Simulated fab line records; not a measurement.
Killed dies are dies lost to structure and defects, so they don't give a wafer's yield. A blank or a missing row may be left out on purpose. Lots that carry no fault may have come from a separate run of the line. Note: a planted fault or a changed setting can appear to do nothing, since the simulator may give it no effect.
fab line records -- flow nand-harc
record lots=12, wafers=36, last-day=33
route steps=1302 shown A_STAIRCASE@818 END@1302
lots that met no fault: taken from a fault-free run of the same line
start-h: hours from the record's first day to the start of the lot's first wafer shown -- wait-h: hours since the lot's step before -- " the same as in the row above -- L1.1+2: several wafers, shown together as one row -- - no value, or no start given -- * or withheld: withheld -- < > ~ a bound
route shown NAME@n: a module of which the file shows steps, and the number in the route of the first -- usual: mean/standard deviation of fault-free wafers -- same: alike in all rows -- chamber/n: place in a boat -- sites: readings site by site -- _std_site: the standard deviation of these -- _edge_site: outer sites' mean less inner sites' -- radius-mm: for every site, how far away it sits from the centre of the wafer -- mask NAME#n: copy n -- behind: the most recent tool/chamber to have shaped the wafer -- hold: why the lot was held/for how many hours/how that ended -- device: transistor that didn't switch, given as n, p or np -- end of line: the same wafers' tests at the end of the route -- a step given without rows: its recipe and nothing more -- killed: dies lost to structure and defects at the first sort, not the wafer's yield -- map: a wafer's dies, marking killed ones x, the rest . and places with no die _
set.NAME: the setting as run; set.NAME@STEP: as run at that earlier step -- model.NAME: the simulator's own value behind a step, which no gauge read
a sample of lots followed through the steps of the route, with each step as a table and each wafer as a row
services: when a tool's chamber went out of use (start-h, in hours from the record's first day, below 0 if earlier), for how many hours, and the reason
## steps
# step NHARC_A_STAIRCASE_HM_DEP_462
# recipe target-thk-a=8000, temp-c=400, material=aC
# usual susceptor-temp-C=400.05/0.2, throttle-valve-pct=35.000/0.009
lot.wafer,tool,chamber,start-h,wait-h,susceptor-temp-C,throttle-valve-pct
L134.2,acl-dep-02,0,394.91,3.5,399.94,35.012
L134.5,acl-dep-02,0,394.91,3.5,400.14,34.998
L134.6,acl-dep-02,0,394.91,3.5,400.00,35.003
L133.1,acl-dep-03,0,396.76,0.8,399.86,34.992
L133.2,acl-dep-03,0,396.76,0.8,400.13,34.994
L133.5,acl-dep-03,0,396.76,0.8,399.96,35.011
L135.1,acl-dep-02,0,413.81,0.6,-,35.004
L135.4,acl-dep-02,0,413.81,0.6,-,34.999
L135.5,acl-dep-02,0,413.81,0.6,-,35.006
L139.1,acl-dep-03,0,463.17,0.1,400.20,35.007
L139.4,acl-dep-03,0,463.17,0.1,399.94,35.006
L139.5,acl-dep-03,0,463.17,0.1,400.38,35.000
L140.1,acl-dep-01,0,463.60,0.1,399.89,34.993
L140.2,acl-dep-01,0,463.60,0.1,399.83,34.989
L140.3,acl-dep-01,0,463.60,0.1,400.10,35.004
L141.1,acl-dep-03,0,482.34,3.0,-,34.986
L141.3,acl-dep-03,0,482.34,3.0,-,34.982
L141.6,acl-dep-03,0,482.34,3.0,-,34.998
L144.1,acl-dep-02,0,493.88,3.8,-,34.999
L144.4,acl-dep-02,0,493.88,3.8,-,34.999
L144.6,acl-dep-02,0,493.88,3.8,-,35.009
L150.1,acl-dep-03,0,572.42,2.5,-,35.014
L150.2,acl-dep-03,0,572.42,2.5,-,35.002
L150.3,acl-dep-03,0,572.42,2.5,-,35.009
L149.1,acl-dep-01,0,576.50,0.1,400.02,34.985
L149.4,acl-dep-01,0,576.50,0.1,400.28,35.015
L149.5,acl-dep-01,0,576.50,0.1,400.42,34.996
L153.2,acl-dep-02,0,602.46,2.3,400.10,35.002
L153.4,acl-dep-02,0,602.46,2.3,400.10,34.986
L153.6,acl-dep-02,0,602.46,2.3,400.08,34.992
L154.1,acl-dep-03,0,610.07,3.1,400.19,35.002
L154.2,acl-dep-03,0,610.07,3.1,400.36,34.995
L154.5,acl-dep-03,0,610.07,3.1,399.99,35.004
L155.1,acl-dep-03,0,611.91,3.4,400.03,35.006
L155.2,acl-dep-03,0,611.91,3.4,400.03,34.986
L155.6,acl-dep-03,0,613.45,4.9,400.01,35.000
# step NHARC_A_STAIRCASE_ETCH_453
# recipe target-depth-a=300, overetch-a=30, time-s=16.5, ion-energy-ev=100, cf4-flow-sccm=80, o2-flow-sccm=20, ar-flow-sccm=0, rf-w=300, bias-w=100, chemistry=CF4/O2
# usual bias-w=100.0/0.31, cf4-flow-sccm=80.03/0.25, drypump-motor-current-A=5.8/0.36, oes-product-au=1.005/0.01, rf-vpp-V=197.9/1.6, showerhead-plenum-p-Torr=1.34/0.059, throttle-valve-pct=13.398/0.0091
lot.wafer,tool,chamber,start-h,wait-h,bias-w,cf4-flow-sccm,drypump-motor-current-A,oes-product-au,rf-hours-counter-h,rf-vpp-V,showerhead-plenum-p-Torr,throttle-valve-pct
L134.2,rie-diel-01,3,398.03,-,99.9,80.34,6.3,1.013,2,198.4,1.34,13.408
L134.6,rie-diel-01,0,398.03,-,100.0,80.18,5.7,1.008,-,198.4,1.29,13.388
L134.5,rie-diel-01,1,398.03,-,100.3,79.85,6.2,0.998,-,195.3,1.24,13.400
L133.1,rie-diel-01,0,400.22,-,100.3,79.85,5.7,1.012,2,196.1,1.29,13.388
L133.2,rie-diel-01,3,400.22,-,99.9,79.66,6.3,1.002,2,196.5,1.34,13.397
L133.5,rie-diel-01,1,400.22,-,99.9,80.41,6.2,1.000,-,196.4,1.24,13.416
L135.4,rie-diel-04,3,417.24,-,99.9,79.77,5.6,1.007,17,198.3,1.36,13.395
L135.1,rie-diel-04,0,417.24,-,100.2,80.12,5.7,0.996,15,198.4,1.42,13.379
L135.5,rie-diel-04,1,417.24,-,99.9,80.04,5.5,1.017,-,199.9,1.41,13.405
L139.1,rie-diel-01,0,466.67,-,99.9,80.28,5.7,1.013,21,197.8,1.29,13.409
L139.4,rie-diel-01,1,466.67,-,100.0,80.56,6.2,1.007,22,197.1,1.24,13.390
L139.5,rie-diel-01,0,466.67,-,99.6,80.00,5.7,1.010,-,197.0,1.29,13.402
L140.2,rie-diel-01,2,467.47,-,-,-,-,-,-,-,-,-
L140.1,rie-diel-01,3,467.47,-,-,-,-,-,-,-,-,-
L140.3,rie-diel-01,0,467.47,-,-,-,-,-,-,-,-,-
L141.1,rie-diel-01,2,485.71,-,-,-,-,-,-,-,-,-
L141.3,rie-diel-01,1,485.71,-,-,-,-,-,-,-,-,-
L141.6,rie-diel-01,3,485.71,-,-,-,-,-,-,-,-,-
L144.1,rie-diel-07,1,497.24,-,-,-,-,-,-,-,-,-
L144.4,rie-diel-07,3,497.24,-,-,-,-,-,-,-,-,-
L144.6,rie-diel-07,2,497.24,-,-,-,-,-,-,-,-,-
L150.3,rie-diel-01,2,575.75,-,99.8,80.18,5.7,1.008,5,198.8,1.33,13.393
L150.2,rie-diel-01,0,575.75,-,100.1,80.07,5.7,1.020,5,198.7,1.28,13.397
L150.1,rie-diel-01,1,575.75,-,100.3,80.27,6.2,0.991,5,200.3,1.45,13.400
L149.4,rie-diel-01,2,579.98,-,100.3,79.83,5.7,0.993,6,197.3,1.32,13.406
L149.1,rie-diel-01,3,579.98,-,100.3,80.03,6.3,1.014,0,197.3,1.32,13.402
L149.5,rie-diel-01,2,579.98,-,100.2,79.72,5.7,0.990,-,197.8,1.33,13.395
L153.4,rie-diel-07,1,605.41,-,100.3,80.11,5.9,1.007,37,199.4,1.41,13.387
L153.2,rie-diel-07,2,605.41,-,99.5,79.67,5.1,0.993,41,196.6,1.27,13.408
L153.6,rie-diel-07,1,605.41,-,100.0,80.04,5.9,1.004,-,199.9,1.41,13.383
L154.2,rie-diel-07,0,613.45,-,100.3,79.73,5.2,1.009,39,200.0,1.36,13.401
L154.1,rie-diel-07,1,613.45,-,100.6,79.86,5.8,1.007,39,200.0,1.41,13.393
L154.5,rie-diel-07,1,613.45,-,100.4,80.07,5.8,1.021,-,198.3,1.41,13.394
L155.1,rie-diel-01,0,615.36,-,100.1,79.49,5.7,1.019,18,196.0,1.28,13.402
L155.2,rie-diel-01,1,615.36,-,99.9,80.07,6.2,1.001,18,201.1,1.44,13.406
L155.6,rie-diel-01,0,615.36,-,99.6,79.87,5.7,1.028,-,196.9,1.28,13.414
# step NHARC_A_STAIRCASE_ALD_415
# recipe target-thk-a=300, pulse-time-s=6, ald-cycles=300, temp-c=300, material=SiO2
# usual heater-power-w=463/39, precursor-pulse-height-rel=1.001/0.018, susceptor-temp-C=300.01/0.2
lot.wafer,tool,chamber,start-h,wait-h,heater-power-w,precursor-pulse-height-rel,susceptor-temp-C
L134.2,ald-hk-02,2,399.35,0.1,490,1.020,299.94
L134.5,ald-hk-02,2,399.35,0.1,482,0.990,300.08
L134.6,ald-hk-02,3,399.35,0.1,446,1.004,299.93
L133.1,ald-hk-03,0,401.56,0.1,467,1.013,299.86
L133.2,ald-hk-03,1,401.56,0.1,462,1.017,300.39
L133.5,ald-hk-03,0,401.56,0.1,472,0.992,300.39
L135.4,ald-hk-04,3,418.56,0.1,419,1.005,299.61
L135.1,ald-hk-04,1,418.56,0.1,430,1.009,299.73
L135.5,ald-hk-04,3,418.56,0.1,430,0.994,299.70
L139.4,ald-hk-04,0,468.54,0.5,535,1.008,300.06
L139.1,ald-hk-04,1,468.54,0.5,435,0.984,299.80
L139.5,ald-hk-04,2,468.54,0.5,421,1.026,300.01
L140.1,ald-hk-02,0,468.80,0.1,499,1.005,299.67
L140.3,ald-hk-02,1,468.80,0.1,492,0.983,300.03
L140.2,ald-hk-02,3,468.80,0.1,450,1.021,300.08
L141.1,ald-hk-04,3,487.04,0.1,423,1.001,299.96
L141.3,ald-hk-04,0,487.04,0.1,542,1.007,300.48
L141.6,ald-hk-04,0,487.04,0.1,539,1.000,300.44
L144.1,ald-hk-04,0,498.56,0.1,538,0.998,300.17
L144.4,ald-hk-04,3,498.56,0.1,424,1.008,300.35
L144.6,ald-hk-04,1,498.56,0.1,430,0.993,299.79
L150.2,ald-hk-04,2,577.24,0.1,420,0.962,300.26
L150.3,ald-hk-04,3,577.24,0.1,425,1.023,300.06
L150.1,ald-hk-04,1,577.24,0.1,429,0.975,299.95
L149.4,ald-hk-03,0,581.46,0.1,463,0.993,299.78
L149.1,ald-hk-03,1,581.46,0.1,430,0.997,300.31
L149.5,ald-hk-03,1,583.75,2.4,431,1.032,300.06
L153.4,ald-hk-03,0,607.19,0.5,467,0.994,299.99
L153.2,ald-hk-03,1,607.19,0.5,422,0.983,300.10
L153.6,ald-hk-03,3,607.19,0.5,473,1.010,299.91
L154.1,ald-hk-03,1,614.81,0.1,429,1.006,300.31
L154.2,ald-hk-03,3,614.81,0.1,468,0.994,300.22
L154.5,ald-hk-03,2,614.81,0.1,449,1.022,300.33
L155.2,ald-hk-03,3,616.92,0.3,484,0.984,299.97
L155.1,ald-hk-03,1,616.92,0.3,417,1.009,300.06
L155.6,ald-hk-03,2,616.92,0.3,442,1.002,299.99
# step NHARC_A_STAIRCASE_STRIP_476
# recipe time-s=20, o2-flow-sccm=500, ar-flow-sccm=0, bias-w=0, chemistry=O2
# usual drypump-motor-current-A=5.63/0.28, oes-product-au=0.999/0.011, rf-vpp-V=57.9/0.78, showerhead-plenum-p-Torr=3.60/0.13, throttle-valve-pct=17.037/0.01
lot.wafer,tool,chamber,start-h,wait-h,drypump-motor-current-A,oes-product-au,rf-hours-counter-h,rf-vpp-V,showerhead-plenum-p-Torr,throttle-valve-pct
L134.2,rie-diel-01,2,401.57,0.1,5.68,1.000,3,58.0,3.54,17.049
L134.6,rie-diel-01,0,401.57,0.1,5.73,1.013,-,57.3,3.42,17.045
L134.5,rie-diel-01,1,401.57,0.1,6.25,1.008,-,56.9,3.30,17.041
L133.1,rie-diel-04,1,403.74,0.1,5.49,1.010,11,56.8,3.71,17.046
L133.2,rie-diel-04,3,403.74,0.1,5.63,1.007,14,57.6,3.58,17.034
L133.5,rie-diel-04,2,403.74,0.1,5.69,0.998,-,57.7,3.57,17.056
L135.1,rie-diel-07,0,422.11,0.1,5.18,1.015,38,58.0,3.63,17.039
L135.4,rie-diel-07,3,422.11,0.1,5.43,0.985,42,58.4,3.75,17.023
L135.5,rie-diel-07,1,422.11,0.1,5.88,1.012,-,58.0,3.76,17.033
L139.1,rie-diel-04,1,470.38,0.1,5.51,1.007,33,56.3,3.69,17.040
L139.4,rie-diel-04,3,470.38,0.1,5.65,1.003,33,57.1,3.57,17.028
L139.5,rie-diel-04,1,470.38,0.1,5.46,1.004,-,58.3,3.69,17.048
L140.1,rie-diel-07,0,471.01,0.1,5.22,1.010,51,57.1,3.62,17.004
L140.2,rie-diel-07,1,471.01,0.1,5.82,1.000,49,59.1,3.75,17.025
L140.3,rie-diel-07,2,471.01,0.1,5.19,1.004,52,56.6,3.39,17.023
L141.3,rie-diel-04,3,489.21,0.1,5.64,1.006,41,57.6,3.57,17.029
L141.1,rie-diel-04,1,489.21,0.1,5.52,1.004,39,58.7,3.69,17.039
L141.6,rie-diel-04,3,489.21,0.1,5.63,1.006,-,57.3,3.57,17.037
L144.1,rie-diel-01,3,500.78,0.1,6.31,1.005,38,57.3,3.51,17.032
L144.4,rie-diel-01,0,500.78,0.1,5.73,1.016,38,58.0,3.40,17.032
L144.6,rie-diel-01,1,500.78,0.1,6.25,1.002,-,58.3,3.28,17.051
L150.1,rie-diel-04,3,579.43,0.1,5.64,1.004,17,57.1,3.55,17.049
L150.3,rie-diel-04,1,579.43,0.1,5.47,0.980,17,58.5,3.67,17.051
L150.2,rie-diel-04,2,579.43,0.1,5.66,0.982,14,59.1,3.54,17.025
L149.1,rie-diel-04,1,585.01,0.1,5.48,0.995,19,58.9,3.67,17.038
L149.4,rie-diel-04,1,585.01,0.1,5.47,0.973,-,60.4,3.67,17.023
L149.5,rie-diel-04,0,585.01,0.1,5.80,1.000,-,58.8,3.71,17.027
L153.4,rie-diel-04,0,608.90,0.1,5.76,0.989,13,57.6,3.70,17.045
L153.2,rie-diel-04,3,608.90,0.1,5.62,1.001,18,58.6,3.55,17.031
L153.6,rie-diel-04,1,608.90,0.1,5.45,0.985,-,57.0,3.67,17.041
L154.1,rie-diel-04,3,616.97,0.1,5.64,0.989,19,57.2,3.55,17.043
L154.2,rie-diel-04,0,616.97,0.1,5.82,1.008,15,57.9,3.70,17.043
L154.5,rie-diel-04,1,616.97,0.1,5.44,0.988,-,58.6,3.67,17.044
L155.1,rie-diel-07,1,619.16,0.3,5.88,1.020,42,59.0,3.72,17.047
L155.2,rie-diel-07,3,619.16,0.3,5.41,0.998,47,58.0,3.71,17.029
L155.6,rie-diel-07,0,619.16,0.3,5.19,1.011,-,58.9,3.60,17.033
# step NHARC_END_SORT_01
# recipe temp-c=25
# usual killed-at-array=57/20, killed-at-other=1.0/1.5, killed-at-periphery=3.5/2.5, killed-dies=62/21, killed-open=3.5/1.9, killed-short=2.4/1.6
# same gross-dies=677
lot.wafer,tool,chamber,start-h,wait-h,killed-at-array,killed-at-other,killed-at-periphery,killed-dies,killed-open,killed-short
L134.2,prober-01,0,576.29,2.9,27,0,1,28,4,3
L134.5,prober-01,0,578.73,3.8,26,0,3,29,4,3
L134.6,prober-01,0,579.54,4.1,15,0,1,16,5,0
L139.1,prober-02,0,642.20,2.5,47,1,1,49,4,3
L139.4,prober-02,0,644.62,3.4,48,1,4,53,6,6
L139.5,prober-02,0,645.42,3.7,53,0,3,56,8,3
L140.1,prober-01,0,645.57,2.5,73,0,3,76,4,1
L140.2,prober-01,0,646.37,2.8,87,0,2,89,2,4
L140.3,prober-01,0,647.18,3.1,72,5,2,79,5,0
L141.1,prober-02,0,662.46,2.5,81,3,4,88,2,4
L144.1,prober-01,0,680.01,2.5,19,2,2,23,4,4
L144.4,prober-01,0,682.40,3.4,19,0,4,23,5,4
L144.6,prober-01,0,683.99,4.0,14,1,3,18,4,1
L149.1,prober-01,0,757.16,2.6,76,0,3,79,6,2
L149.4,prober-01,0,759.56,3.4,90,0,3,93,2,5
L149.5,prober-01,0,760.36,3.7,77,0,5,82,1,2
# killed by level:class
L134.2 A_CHANNEL_HOLE_D2:chamber-film-flake=8 A_CHANNEL_HOLE_D1:chamber-film-flake=4 A_STAIRCASE:chamber-film-flake=3 A_BLC:geometric-particle:open=2 A_SGD_CUT:chamber-film-flake=2 A_CONTACT:chamber-film-flake=2 A_DECK1_JOINT:geometric-particle:short=1 A_ONON_D2:geometric-particle:short=1
L134.5 A_CHANNEL_HOLE_D2:chamber-film-flake=9 A_STAIRCASE:chamber-film-flake=3 P_ZERO_WELL:chamber-film-flake=2 A_CHANNEL_HOLE_D1:chamber-film-flake=2 A_SGD_CUT:chamber-film-flake=2 A_CONTACT:chamber-film-flake=2 P_M1:geometric-particle:open=1 A_ONON_D1:geometric-particle:short=1
L134.6 A_CHANNEL_HOLE_D2:chamber-film-flake=5 A_CONTACT:chamber-film-flake=3 A_M0:geometric-particle:open=2 P_M1:geometric-particle:open=1 A_ONON_D1:geometric-particle:open=1 A_ONON_D2:geometric-particle:open=1 A_ZERO_WELL:chamber-film-flake=1 A_STAIRCASE:chamber-film-flake=1
L139.1 A_CHANNEL_HOLE_D1:chamber-film-flake=25 A_CHANNEL_HOLE_D2:chamber-film-flake=14 A_CHANNEL_FILL_D2:geometric-particle:short=2 P_M1:geometric-particle:open=1 A_SOURCE_PLATE:geometric-particle:short=1 A_ONON_D1:geometric-particle:open=1 A_CHANNEL_FILL_D2:geometric-particle:open=1 A_CONTACT:geometric-particle:open=1
L139.4 A_CHANNEL_HOLE_D1:chamber-film-flake=28 A_CHANNEL_HOLE_D2:chamber-film-flake=7 A_CHANNEL_FILL_D1:geometric-particle:short=2 A_ONON_D2:geometric-particle:open=2 A_CHANNEL_FILL_D2:geometric-particle:short=2 A_CONTACT:chamber-film-flake=2 P_STI:geometric-particle:short=1 P_M0:geometric-particle:open=1
L139.5 A_CHANNEL_HOLE_D1:chamber-film-flake=29 A_CHANNEL_HOLE_D2:chamber-film-flake=9 A_DECK1_JOINT:geometric-particle:open=2 A_ONON_D2:geometric-particle:open=2 P_STI:chamber-film-flake=2 A_STAIRCASE:chamber-film-flake=2 P_CONTACT:geometric-particle:open=1 A_ONON_D1:geometric-particle:short=1
L140.1 A_SLIT:chamber-film-flake=29 A_CHANNEL_HOLE_D2:chamber-film-flake=28 A_CHANNEL_HOLE_D1:chamber-film-flake=4 A_SGD_CUT:chamber-film-flake=3 A_WL_FILL:chamber-film-flake=3 A_CONTACT:chamber-film-flake=3 P_GATE:geometric-particle:open=1 P_CONTACT:geometric-particle:open=1
L140.2 A_CHANNEL_HOLE_D2:chamber-film-flake=35 A_SLIT:chamber-film-flake=32 A_STAIRCASE:chamber-film-flake=4 A_CHANNEL_HOLE_D1:chamber-film-flake=3 A_CONTACT:chamber-film-flake=3 A_CHANNEL_FILL_D1:geometric-particle:short=2 A_WL_FILL:chamber-film-flake=2 P_M0:geometric-particle:open=1
L140.3 A_SLIT:chamber-film-flake=32 A_CHANNEL_HOLE_D2:chamber-film-flake=26 A_CHANNEL_HOLE_D1:chamber-film-flake=10 THIN_TSV:chamber-film-flake=3 A_M0:geometric-particle:open=2 HYBRID_BOND:chamber-film-flake=2 P_M0:geometric-particle:open=1 A_ONON_D1:geometric-particle:open=1
L141.1 A_SLIT:chamber-film-flake=30 A_CHANNEL_HOLE_D1:chamber-film-flake=28 A_CHANNEL_HOLE_D2:chamber-film-flake=9 A_STAIRCASE:chamber-film-flake=4 A_CONTACT:chamber-film-flake=4 THIN_TSV:chamber-film-flake=3 A_M0:geometric-particle:short=2 A_DECK1_JOINT:chamber-film-flake=2
L144.1 A_CHANNEL_HOLE_D1:chamber-film-flake=6 A_STAIRCASE:chamber-film-flake=3 A_ONON_D2:geometric-particle:open=2 A_WL_FILL:geometric-particle:short=2 THIN_TSV:chamber-film-flake=2 P_M0:geometric-particle:short=1 A_DECK1_JOINT:geometric-particle:short=1 A_SGD_CUT:geometric-particle:open=1
L144.4 A_CHANNEL_HOLE_D1:chamber-film-flake=4 A_CONTACT:chamber-film-flake=4 A_SLIT:chamber-film-flake=3 P_GATE:geometric-particle:open=2 P_CONTACT:geometric-particle:short=2 A_DECK1_JOINT:geometric-particle:open=2 A_WL_FILL:chamber-film-flake=2 A_CHANNEL_FILL_D1:geometric-particle:short=1
L144.6 A_CHANNEL_HOLE_D1:chamber-film-flake=4 P_M0:geometric-particle:open=3 A_STAIRCASE:chamber-film-flake=3 A_SLIT:chamber-film-flake=2 A_CONTACT:chamber-film-flake=2 A_ONON_D1:geometric-particle:short=1 A_M0:geometric-particle:open=1 A_WL_FILL:chamber-film-flake=1
L149.1 A_CHANNEL_HOLE_D1:chamber-film-flake=31 A_SLIT:chamber-film-flake=29 A_SGD_CUT:chamber-film-flake=5 A_STAIRCASE:chamber-film-flake=3 A_CONTACT:chamber-film-flake=3 P_M0:geometric-particle:open=2 P_CONTACT:geometric-particle:open=1 A_DECK1_JOINT:geometric-particle:open=1
L149.4 A_SLIT:chamber-film-flake=37 A_CHANNEL_HOLE_D1:chamber-film-flake=29 A_SGD_CUT:chamber-film-flake=5 A_STAIRCASE:chamber-film-flake=4 A_DECK1_JOINT:chamber-film-flake=3 A_WL_FILL:geometric-particle:short=2 A_ZERO_WELL:chamber-film-flake=2 A_CONTACT:chamber-film-flake=2
L149.5 A_CHANNEL_HOLE_D1:chamber-film-flake=31 A_SLIT:chamber-film-flake=30 A_CONTACT:chamber-film-flake=6 P_ZERO_WELL:chamber-film-flake=3 A_STAIRCASE:chamber-film-flake=3 A_ZERO_WELL:chamber-film-flake=2 A_M1:chamber-film-flake=2 P_M0:geometric-particle:open=1
## services
tool,chamber,start-h,hours,kind
rie-diel-01,3,378.09,9.6,repair
ald-hk-02,-,378.65,1.0,repair
rie-diel-01,-,380.80,9.0,pm
rie-diel-01,0,380.80,9.0,vent-cycle
ald-hk-03,-,390.00,10.0,pm
rie-diel-07,0,393.62,9.9,repair
rie-diel-07,0,403.85,8.8,repair
acl-dep-02,-,423.63,13.0,pm
ald-hk-04,-,432.00,10.0,pm
acl-dep-03,-,485.89,13.0,pm
ald-hk-03,-,523.44,1.3,repair
ald-hk-02,-,526.00,10.0,pm
rie-diel-04,-,532.93,9.0,pm
ald-hk-03,-,545.57,1.2,repair
acl-dep-01,-,551.61,13.0,pm
rie-diel-07,1,554.62,4.5,repair
rie-diel-07,0,555.62,7.3,repair
rie-diel-01,-,557.89,9.0,pm
ald-hk-03,-,570.77,10.0,pm
rie-diel-01,2,581.64,14.5,repair
rie-diel-04,3,582.21,24.3,repair
rie-diel-04,-,597.26,0.4,repair
acl-dep-02,-,604.64,13.0,pm
ald-hk-04,-,610.00,10.0,pm
## key
first-sign step=NHARC_A_STAIRCASE_ETCH_453, reading=tool-record, direction=missing
effect none on later readings
met-at NHARC_A_STAIRCASE_ETCH_453
struck-lots L140,L141,L144
tester-left-out L140,L141,L144
not-acting-at NHARC_A_STAIRCASE_HM_DEP_462,NHARC_A_STAIRCASE_ALD_415,NHARC_A_STAIRCASE_STRIP_476
onset-between 466.67 467.47
fault kind=skipped-step-whole, tool=rie-diel-01,rie-diel-07, chamber=-, onset-h=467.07, steps=NHARC_A_STAIRCASE_ETCH_453, scope=struck-lots-only
# tester-left-out: of these lots the tester's yield and bins aren't shown, on N5 and GAA mostly nor the transistor test; their killed dies are dies lost to structure and defects alone, not to doping, threshold or leakage, so they don't give the yield
